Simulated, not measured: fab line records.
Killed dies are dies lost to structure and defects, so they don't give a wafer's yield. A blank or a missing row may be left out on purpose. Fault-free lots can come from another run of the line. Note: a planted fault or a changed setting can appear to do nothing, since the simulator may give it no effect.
What tool caused it? || flow nandHarc || Sampling: 13 lots, 38 wafers, 3 of 1302 route steps

WHAT THE GAUGES READ, wafer by wafer
NHARC_A_BLC_CD_MEAS_10 targets a cd of 100 nm.
{"lot": "L547", "measured": "day 23 19:57", "on": "cdSem-03", "cdNm (nm)": "99.5 100.2 100.4"}
{"lot": "L550", "measured": "day 25 04:57", "on": "cdSem-03", "cdNm (nm)": "99.6 100.0 100.4"}
{"lot": "L552", "measured": "day 25 19:23", "on": "cdSem-01", "cdNm (nm)": "100.1 99.3"}
{"lot": "L554", "measured": "day 26 11:00", "on": "cdSem-03", "cdNm (nm)": "101.1 101.3 100.9"}
{"lot": "L558", "measured": "day 28 08:07", "on": "cdSem-02", "cdNm (nm)": "99.3 98.9 100.2"}
{"lot": "L559", "measured": "day 28 16:39", "on": "cdSem-01", "cdNm (nm)": "101.6 101.6 102.2"}
{"lot": "L560", "measured": "day 29 11:20", "on": "cdSem-03", "cdNm (nm)": "101.6 100.4 102.1"}
{"lot": "L562", "measured": "day 29 16:45", "on": "cdSem-03", "cdNm (nm)": "100.1 100.5 99.7"}
{"lot": "L563", "measured": "day 30 12:52", "on": "cdSem-03", "cdNm (nm)": "100.2 99.7 100.2"}
{"lot": "L565", "measured": "day 30 18:27", "on": "cdSem-03", "cdNm (nm)": "100.5 100.1 99.0"}
{"lot": "L564", "measured": "day 30 19:54", "on": "cdSem-03", "cdNm (nm)": "99.9 99.9 100.7"}
{"lot": "L566", "measured": "day 30 22:27", "on": "cdSem-03", "cdNm (nm)": "100.7 100.0 100.5"}
{"lot": "L567", "measured": "day 31 11:46", "on": "cdSem-02", "cdNm (nm)": "101.3 100.8 100.2"}

TOOL THAT RAN EACH LOT (tool first, then ch and the chambers of the sampled wafers, then the start)
{"lot": "L547", "NHARC_A_CONTACT_CVD_19": "cvdW-02 ch 0,1, day 23 19:00 or earlier", "NHARC_A_BLC_SOFTBAKE_05": "lithoTrack-04 ch 0, day 23 19:00"}
{"lot": "L550", "NHARC_A_CONTACT_CVD_19": "cvdW-02 ch 1, day 25 04:00 or earlier", "NHARC_A_BLC_SOFTBAKE_05": "lithoTrack-06 ch 0, day 25 04:00"}
{"lot": "L552", "NHARC_A_CONTACT_CVD_19": "cvdW-01 ch 1, day 25 19:00 or earlier", "NHARC_A_BLC_SOFTBAKE_05": "lithoTrack-06 ch 0, day 25 19:00"}
{"lot": "L554", "NHARC_A_CONTACT_CVD_19": "cvdW-01 ch 0,1, day 26 10:00 or earlier", "NHARC_A_BLC_SOFTBAKE_05": "lithoTrack-04 ch 0, day 26 10:00"}
{"lot": "L558", "NHARC_A_CONTACT_CVD_19": "cvdW-02 ch 0,1, day 28 07:00 or earlier", "NHARC_A_BLC_SOFTBAKE_05": "lithoTrack-01 ch 0, day 28 07:00"}
{"lot": "L559", "NHARC_A_CONTACT_CVD_19": "cvdW-01 ch 0,1, day 28 16:00 or earlier", "NHARC_A_BLC_SOFTBAKE_05": "lithoTrack-06 ch 0, day 28 16:00"}
{"lot": "L560", "NHARC_A_CONTACT_CVD_19": "cvdW-02 ch 0,1, day 29 10:00 or earlier", "NHARC_A_BLC_SOFTBAKE_05": "lithoTrack-06 ch 0, day 29 10:00"}
{"lot": "L562", "NHARC_A_CONTACT_CVD_19": "cvdW-01 ch 1, day 29 16:00 or earlier", "NHARC_A_BLC_SOFTBAKE_05": "lithoTrack-06 ch 0, day 29 16:00"}
{"lot": "L563", "NHARC_A_CONTACT_CVD_19": "cvdW-02 ch 0, day 30 12:00 or earlier", "NHARC_A_BLC_SOFTBAKE_05": "lithoTrack-01 ch 0, day 30 12:00"}
{"lot": "L565", "NHARC_A_CONTACT_CVD_19": "cvdW-01 ch 0, day 30 18:00 or earlier", "NHARC_A_BLC_SOFTBAKE_05": "lithoTrack-04 ch 0, day 30 18:00"}
{"lot": "L564", "NHARC_A_CONTACT_CVD_19": "cvdW-02 ch 0,1, day 30 19:00 or earlier", "NHARC_A_BLC_SOFTBAKE_05": "lithoTrack-01 ch 0, day 30 19:00"}
{"lot": "L566", "NHARC_A_CONTACT_CVD_19": "cvdW-02 ch 0,1, day 30 22:00 or earlier", "NHARC_A_BLC_SOFTBAKE_05": "lithoTrack-04 ch 0, day 30 22:00"}
{"lot": "L567", "NHARC_A_CONTACT_CVD_19": "cvdW-02 ch 0,1, day 31 11:00 or earlier", "NHARC_A_BLC_SOFTBAKE_05": "lithoTrack-06 ch 0, day 31 11:00"}
- NHARC_A_CONTACT_CVD_19: deposits W, target thk 300 nm, time 802 s.
- NHARC_A_BLC_SOFTBAKE_05: time 55 s.

WHAT THE TOOLS THEMSELVES READ (means of the sampled wafers that have a number; where no wafer has one, the mark that the record gives instead)
NHARC_A_CONTACT_CVD_19.
{"lot": "L547", "tool": "cvdW-02", "heaterPowerW (W)": 540, "throttleValvePct (%)": 7.8}
{"lot": "L550", "tool": "cvdW-02", "heaterPowerW (W)": 557, "throttleValvePct (%)": 7.8}
{"lot": "L552", "tool": "cvdW-01", "heaterPowerW (W)": 496, "throttleValvePct (%)": 8.5}
{"lot": "L554", "tool": "cvdW-01", "heaterPowerW (W)": 493, "throttleValvePct (%)": 7.7}
{"lot": "L558", "tool": "cvdW-02", "heaterPowerW (W)": 508, "throttleValvePct (%)": 8.2}
{"lot": "L559", "tool": "cvdW-01", "heaterPowerW (W)": 491, "throttleValvePct (%)": 7.8}
{"lot": "L560", "tool": "cvdW-02", "heaterPowerW (W)": 533, "throttleValvePct (%)": 8.0}
{"lot": "L562", "tool": "cvdW-01", "heaterPowerW (W)": 492, "throttleValvePct (%)": 8.5}
{"lot": "L563", "tool": "cvdW-02", "heaterPowerW (W)": 480, "throttleValvePct (%)": 8.4}
{"lot": "L565", "tool": "cvdW-01", "heaterPowerW (W)": 487, "throttleValvePct (%)": 7.5}
{"lot": "L564", "tool": "cvdW-02", "heaterPowerW (W)": 511, "throttleValvePct (%)": 8.1}
{"lot": "L566", "tool": "cvdW-02", "heaterPowerW (W)": 509, "throttleValvePct (%)": 8.3}
{"lot": "L567", "tool": "cvdW-02", "heaterPowerW (W)": 520, "throttleValvePct (%)": 8.4}

NHARC_A_BLC_SOFTBAKE_05.
{"lot": "L547", "tool": "lithoTrack-04", "chillPlateTempC (C)": 22.97, "heaterPowerTotalW (W)": 188.49}
{"lot": "L550", "tool": "lithoTrack-06", "chillPlateTempC (C)": 22.99, "heaterPowerTotalW (W)": 205.72}
{"lot": "L552", "tool": "lithoTrack-06", "chillPlateTempC (C)": 22.89, "heaterPowerTotalW (W)": 214.33}
{"lot": "L554", "tool": "lithoTrack-04", "chillPlateTempC (C)": 22.95, "heaterPowerTotalW (W)": 188.45}
{"lot": "L558", "tool": "lithoTrack-01", "chillPlateTempC (C)": 22.95, "heaterPowerTotalW (W)": 188.44}
{"lot": "L559", "tool": "lithoTrack-06", "chillPlateTempC (C)": 23.08, "heaterPowerTotalW (W)": 188.37}
{"lot": "L560", "tool": "lithoTrack-06", "chillPlateTempC (C)": 23.01, "heaterPowerTotalW (W)": 188.34}
{"lot": "L562", "tool": "lithoTrack-06", "chillPlateTempC (C)": 23.07, "heaterPowerTotalW (W)": 188.42}
{"lot": "L563", "tool": "lithoTrack-01", "chillPlateTempC (C)": 22.86, "heaterPowerTotalW (W)": 188.45}
{"lot": "L565", "tool": "lithoTrack-04", "chillPlateTempC (C)": 22.98, "heaterPowerTotalW (W)": 188.51}
{"lot": "L564", "tool": "lithoTrack-01", "chillPlateTempC (C)": 22.99, "heaterPowerTotalW (W)": 188.45}
{"lot": "L566", "tool": "lithoTrack-04", "chillPlateTempC (C)": 23.21, "heaterPowerTotalW (W)": 188.54}
{"lot": "L567", "tool": "lithoTrack-06", "chillPlateTempC (C)": 22.99, "heaterPowerTotalW (W)": 188.46}

THE ANSWER, worked out from the rows above alone
Rule: usual is defined by the lots themselves. Put in order of their means at a reading, lots are off if they are a third of the lots or fewer, leave a main group of 4 or more, and stand apart from it by a gap of 3 or more times the standard deviation of the main group's means; of several such gaps the widest counts. If all means in a main group match to the digits the tables above print for the reading, that group is not used. A lot without any number at a reading at which 4 lots or more have one is off too. Where the step has rows for the other lots, those lots are counted as sound. After the gauges, taken in route order, come the tools' own readings; for these a lot's mean is taken, as printed above. The first step at which some lot is off is used, and at that step the reading that is off furthest; a lot without a number counts as furthest.
Off: L550, L552 (NHARC_A_BLC_SOFTBAKE_05, heaterPowerTotalW). The main group: mean 188.45 W, standard deviation 0.055.
A tool fits if, at that step or a process step before it, it ran every lot that is off, and no sound lot after the first of them. Because NHARC_A_CONTACT_CVD_19 lacks a start for some lots, the hours and order of its lots are taken from NHARC_A_BLC_SOFTBAKE_05. Of those tried, none fits.

WHAT THE SIMULATOR HAD INSERTED
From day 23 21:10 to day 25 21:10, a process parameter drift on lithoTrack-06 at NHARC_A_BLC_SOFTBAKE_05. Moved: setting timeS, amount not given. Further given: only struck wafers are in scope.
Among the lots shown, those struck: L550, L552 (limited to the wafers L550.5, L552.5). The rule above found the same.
